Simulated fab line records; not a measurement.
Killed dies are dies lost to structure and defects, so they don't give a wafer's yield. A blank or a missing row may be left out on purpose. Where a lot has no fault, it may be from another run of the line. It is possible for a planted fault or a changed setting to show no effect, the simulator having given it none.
The tool behind it: which one? ; flow n5 finfet ; route of 1938 steps, sampled at 1 step: 7 lots, 21 wafers

## WHAT EACH GAUGE READ, for each wafer
N5_BEOL_M15_RS_MEAS_54: measures by four-point-probe.
lot;measured;on;M15_RS (ohm/sq)
L854;day 12 17:54;film metro-02;0.0217 0.0216 0.0213
L859;day 14 03:17;film metro-01;0.0215 0.0210 0.0217
L860;day 14 13:15;film metro-01;0.0209 0.0215 0.0215
L861;day 15 03:04;film metro-01;0.0218 0.0210 0.0218
L863;day 16 01:33;film metro-02;0.0216 0.0217 0.0219
L866;day 16 13:59;film metro-01;0.0211 0.0218 0.0216
L873;day 18 12:23;film metro-02;0.0215 0.0212 0.0211

## WHAT TOOL EACH LOT RAN ON (gives the tool, then ch and the chambers of the sampled wafers, and finally the start)
The record shows no process step preceding these readings.

## THE ANSWER, worked out from the rows above alone
Rule: usual is defined by the lots themselves. The widest of any qualifying gaps counts: lots, ordered by their means at a reading, are off when they make up no more than a third of the lots, leave a main group of 4 or more, and stand apart from it by 3 or more times the standard deviation of that group's means. If all means in a main group match to the digits the tables above print for the reading, that group is not used. Also off: a lot with no number at a reading for which 4 or more lots have one. The other lots that the step has rows for count as sound.
Across all readings shown, no lot is off: no conclusion can be drawn from this.

## WHAT THE SIMULATOR HAD PUT IN
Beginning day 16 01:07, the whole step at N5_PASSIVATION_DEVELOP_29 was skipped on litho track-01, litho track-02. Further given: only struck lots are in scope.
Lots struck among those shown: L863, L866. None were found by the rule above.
